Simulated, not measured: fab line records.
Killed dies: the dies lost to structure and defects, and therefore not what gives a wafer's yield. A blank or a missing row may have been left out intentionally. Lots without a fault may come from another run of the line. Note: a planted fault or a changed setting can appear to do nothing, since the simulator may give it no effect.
Which tool did it?	flow n5_finfet	29 wafers from 12 lots sampled at 6 of the route's 1938 steps

WHAT EACH GAUGE READ, for each wafer
N5_BEOL_M4_RC_MEAS_101. Usual: DIBL_N 36.0 mV/V, standard deviation 1.9; DIBL_P 35.6 mV/V, standard deviation 2.4; IOFF_N 0.16 nA/um, standard deviation 0.036; IOFF_P 0.21 nA/um, standard deviation 0.04; ION_N 673 uA/um, standard deviation 14; ION_P 460 uA/um, standard deviation 8.9; SS_N 71.5 mV/dec, standard deviation 0.67; SS_P 73.2 mV/dec, standard deviation 0.73; VT_N 249 mV, standard deviation 3.6; VT_P -250 mV, standard deviation 3.7.
lot	measured	on	DIBL_N (mV/V)	DIBL_P (mV/V)	IOFF_N (nA/um)	IOFF_P (nA/um)	ION_N (uA/um)	ION_P (uA/um)	SS_N (mV/dec)	SS_P (mV/dec)	VT_N (mV)	VT_P (mV)	flag
L246	day 8 01:23	prober-02	35.0 31.5 34.7	35.2 31.6 35.5	0.15 0.10 0.14	0.16 0.12 0.16	683 661 668	458 449 456	72.3 70.8 71.4	72.4 71.6 72.9	252 259 252	-255 -261 -256	
L249	day 8 16:07	prober-01	33.6 33.5	33.5 33.5	0.14 0.15	0.19 0.19	665 677	457 464	70.7 71.2	72.8 73.3	250 249	-251 -249	
L248	day 8 21:08	prober-02	34.4 36.4	32.6 34.7	0.13 0.14	0.18 0.20	668 657	460 455	70.8 71.3	73.0 73.0	253 256	-249 -248	
L250	day 8 22:13	prober-01	36.7 34.4	37.2 34.3	0.18 0.12	0.23 0.18	685 660	469 457	72.5 71.1	73.4 73.0	247 254	-248 -251	
L251	day 9 01:42	prober-02	36.6 34.7	37.3 34.8	0.16 0.13	0.23 0.19	659 662	465 457	71.3 70.4	73.2 72.6	249 254	-249 -251	
L254	day 10 02:53	prober-01	37.1 35.8	36.2 35.0	0.19 0.17	0.24 0.23	695 701	478 485	71.9 71.5	72.7 73.0	241 244	-245 -247	
L256	day 10 11:40	prober-01	35.5 33.9	35.0 32.8	0.14 0.11	0.18 0.15	663 653	460 453	71.0 70.6	72.9 72.7	250 255	-253 -254	
L257	day 10 15:28	prober-01	37.1 40.2 37.7	36.9 39.4 37.0	0.19 0.22 0.19	0.23 0.28 0.22	683 673 681	465 464 464	71.3 71.7 71.9	74.6 74.8 74.1	246 246 247	-250 -246 -247	
L259	day 11 17:19	prober-02	32.8 37.4	33.5 37.4	0.12 0.19	0.15 0.21	679 688	457 459	70.1 71.7	71.7 73.4	250 244	-257 -252	
L261	day 11 23:18	prober-02	37.0 29.9 36.2	35.8 26.3 34.4	0.16 0.08 0.14	0.21 0.11 0.19	688 658 670	469 453 457	72.1 68.8 71.8	74.6 71.2 73.5	249 255 251	-250 -257 -250	
L267	day 13 07:47	prober-02	38.9 36.5 37.4	38.7 34.8 36.9	0.20 0.15 0.17	0.23 0.17 0.20	689 670 668	460 447 459	71.7 71.3 72.0	74.6 73.3 73.7	243 250 247	-252 -254 -252	
L268	day 13 22:50	prober-02	34.9 34.4 34.5	36.5 35.7 35.4	0.16 0.15 0.14	0.20 0.19 0.18	684 678 664	467 459 456	71.0 71.3 71.2	72.7 72.7 72.9	248 251 250	-249 -254 -253	

WHAT TOOL EACH LOT RAN ON (gives the tool, then ch and the chambers of the sampled wafers, and finally the start)
lot	N5_BEOL_M3_PECVD_72	N5_BEOL_M3_ANNEAL_87	N5_BEOL_M3_SPUTTER_90	N5_BEOL_M3_ANNEAL_91	N5_BEOL_M3_CMP_52
L246	pecvd-03 ch 0,2, day 7 02:20	pvd_sputter-03, day 7 13:11	pvd_sputter-03, day 7 13:32	pvd_sputter-03, day 7 13:37	cmp-04 ch 1,2,3, day 7 14:49
L249	pecvd-03 ch 0,1, day 7 18:47	pvd_sputter-02, day 8 03:53	pvd_sputter-02, day 8 04:15	pvd_sputter-02, day 8 04:20	cmp-03 ch 1,2, day 8 05:28
L248	pecvd-01 ch 1,2, day 7 21:25	pvd_sputter-01, day 8 04:58	pvd_sputter-01, day 8 05:19	pvd_sputter-01, day 8 05:24	cmp-03 ch 1,3, day 8 06:50
L250	pecvd-01 ch 0,2, day 8 01:17	pvd_sputter-02, day 8 11:20	pvd_sputter-02, day 8 11:41	pvd_sputter-02, day 8 11:46	cmp-03 ch 1,3, day 8 12:53
L251	pecvd-02 ch 1,2, day 8 03:43	pvd_sputter-03, day 8 15:23	pvd_sputter-03, day 8 15:44	pvd_sputter-03, day 8 15:49	cmp-01 ch 0,3, day 8 17:14
L254	pecvd-02 ch 1,2, day 8 19:29	pvd_sputter-03, day 9 13:52	pvd_sputter-03, day 9 14:13	pvd_sputter-03, day 9 14:18	cmp-03 ch 0,2, day 9 15:29
L256	pecvd-01 ch 1,2, day 9 14:15	pvd_sputter-03, day 9 21:30	pvd_sputter-03, day 9 21:52	pvd_sputter-03, day 9 21:56	cmp-03 ch 0,2, day 9 23:08
L257	pecvd-03 ch 0,1,2, day 9 22:55	pvd_sputter-01, day 10 03:42	pvd_sputter-01, day 10 04:04	pvd_sputter-01, day 10 04:08	cmp-01 ch 1,3, day 10 05:24
L259	pecvd-02 ch 0,1, day 10 07:47	pvd_sputter-01, day 11 06:15	pvd_sputter-01, day 11 06:37	pvd_sputter-01, day 11 06:41	cmp-03 ch 0,1, day 11 07:50
L261	pecvd-03 ch 1,2, day 10 20:29	pvd_sputter-02, day 11 09:08	pvd_sputter-02, day 11 09:29	pvd_sputter-02, day 11 09:34	cmp-04 ch 0,1,2, day 11 10:38
L267	pecvd-02 ch 0,1,2, day 12 06:02	pvd_sputter-03, day 12 17:02	pvd_sputter-03, day 12 17:23	pvd_sputter-03, day 12 17:28	cmp-04 ch 0,2,3, day 12 18:40
L268	pecvd-02 ch 1,2, day 12 19:08	pvd_sputter-03, day 13 08:35	pvd_sputter-03, day 13 08:56	pvd_sputter-03, day 13 09:01	cmp-01 ch 0,2,3, day 13 10:08
- N5_BEOL_M3_PECVD_72: deposits SiO2 from TEOS/O2, target thk 16 nm, time 18 s.
- N5_BEOL_M3_ANNEAL_87: time 240 s.
- N5_BEOL_M3_SPUTTER_90: material Cu, target thk 4.5 nm, time 8.29 s.
- N5_BEOL_M3_ANNEAL_91: time 240 s.
- N5_BEOL_M3_CMP_52: polishes, stops on SiOC, t overpolish 6.8 s, target thk 40 nm.

AS READ BY THE TOOLS THEMSELVES (means over the sampled wafers that have a number; for cases with no such wafer, the mark the record gives instead)
N5_BEOL_M3_PECVD_72. Usual: heater_power_w 701 W, standard deviation 99; showerhead_plenum_p_Torr 8.77 Torr, standard deviation 0.054; throttle_valve_pct 22.9 %, standard deviation 0.93.
lot	tool	heater_power_w (W)	showerhead_plenum_p_Torr (Torr)	throttle_valve_pct (%)	flag
L246	pecvd-03	644	8.81	23.4	
L249	pecvd-03	640	8.75	23.8	
L248	pecvd-01	662	8.77	22.6	
L250	pecvd-01	648	8.78	22.9	
L251	pecvd-02	720	8.73	22.9	
L254	pecvd-02	720	8.71	22.8	
L256	pecvd-01	752	8.79	22.8	
L257	pecvd-03	680	8.77	22.8	
L259	pecvd-02	821	8.79	22.9	
L261	pecvd-03	697	8.71	22.6	
L267	pecvd-02	746	8.76	22.0	
L268	pecvd-02	675	8.72	22.3	

N5_BEOL_M3_ANNEAL_87. Usual: heater_power_w 855 W, standard deviation 84.
lot	tool	heater_power_w (W)	flag
L246	pvd_sputter-03	924	
L249	pvd_sputter-02	785	
L248	pvd_sputter-01	856	
L250	pvd_sputter-02	806	
L251	pvd_sputter-03	874	
L254	pvd_sputter-03	874	
L256	pvd_sputter-03	864	
L257	pvd_sputter-01	801	
L259	pvd_sputter-01	848	
L261	pvd_sputter-02	821	
L267	pvd_sputter-03	926	
L268	pvd_sputter-03	949	

N5_BEOL_M3_SPUTTER_90. Usual: throttle_valve_pct 29.7 %, standard deviation 1.
lot	tool	throttle_valve_pct (%)	flag
L246	pvd_sputter-03	29.8	
L249	pvd_sputter-02	29.3	
L248	pvd_sputter-01	30.1	
L250	pvd_sputter-02	30.3	
L251	pvd_sputter-03	28.9	
L254	pvd_sputter-03	29.6	
L256	pvd_sputter-03	29.5	
L257	pvd_sputter-01	28.8	
L259	pvd_sputter-01	30.2	
L261	pvd_sputter-02	29.6	
L267	pvd_sputter-03	29.4	
L268	pvd_sputter-03	29.8	

N5_BEOL_M3_ANNEAL_91. Usual: heater_power_w 854 W, standard deviation 86.
lot	tool	heater_power_w (W)	flag
L246	pvd_sputter-03	911	
L249	pvd_sputter-02	788	
L248	pvd_sputter-01	856	
L250	pvd_sputter-02	806	
L251	pvd_sputter-03	892	
L254	pvd_sputter-03	898	
L256	pvd_sputter-03	846	
L257	pvd_sputter-01	811	
L259	pvd_sputter-01	861	
L261	pvd_sputter-02	817	
L267	pvd_sputter-03	913	
L268	pvd_sputter-03	945	

N5_BEOL_M3_CMP_52. Usual: barrier_field_endpoint_s 24.5 s, standard deviation 0.93; head_pressure_psi 0.9998 psi, standard deviation 0.0022; motor_current_A 6.3 A, standard deviation 0.61; platen_rpm 50.00 rpm, standard deviation 0.033.
lot	tool	barrier_field_endpoint_s (s)	head_pressure_psi (psi)	motor_current_A (A)	platen_rpm (rpm)	flag
L246	cmp-04	24.7	0.9990	6.4	50.00	
L249	cmp-03	23.6	0.9999	6.4	49.95	
L248	cmp-03	23.8	0.9997	6.4	49.98	
L250	cmp-03	24.6	1.0015	6.6	49.99	
L251	cmp-01	24.3	0.9982	6.0	50.01	
L254	cmp-03	24.8	0.9995	6.8	50.03	
L256	cmp-03	24.9	1.0009	6.5	49.98	
L257	cmp-01	25.4	0.9995	5.9	50.03	
L259	cmp-03	23.6	1.0014	6.3	50.01	
L261	cmp-04	22.9	1.0003	6.0	50.00	
L267	cmp-04	23.9	1.0021	6.6	50.00	
L268	cmp-01	24.2	0.9988	5.9	49.97	

THE ANSWER, worked out from the rows above alone
Rule: take the mean of a lot's wafers that have a number; if it is more than 3 standard deviations from the usual mean, the lot is off. Also off: a lot with no number at a reading for which 4 or more lots have one. Where the step has rows for the other lots, those lots are counted as sound. First the gauges in route order, then the tools' own readings, where a lot's mean is used as printed above. The first step at which some lot is off is used, and at that step the reading that is off furthest; a lot without a number counts as furthest.
Across all readings shown, no lot is off: no conclusion can be drawn from this.

WHAT THE SIMULATOR HAD INSERTED
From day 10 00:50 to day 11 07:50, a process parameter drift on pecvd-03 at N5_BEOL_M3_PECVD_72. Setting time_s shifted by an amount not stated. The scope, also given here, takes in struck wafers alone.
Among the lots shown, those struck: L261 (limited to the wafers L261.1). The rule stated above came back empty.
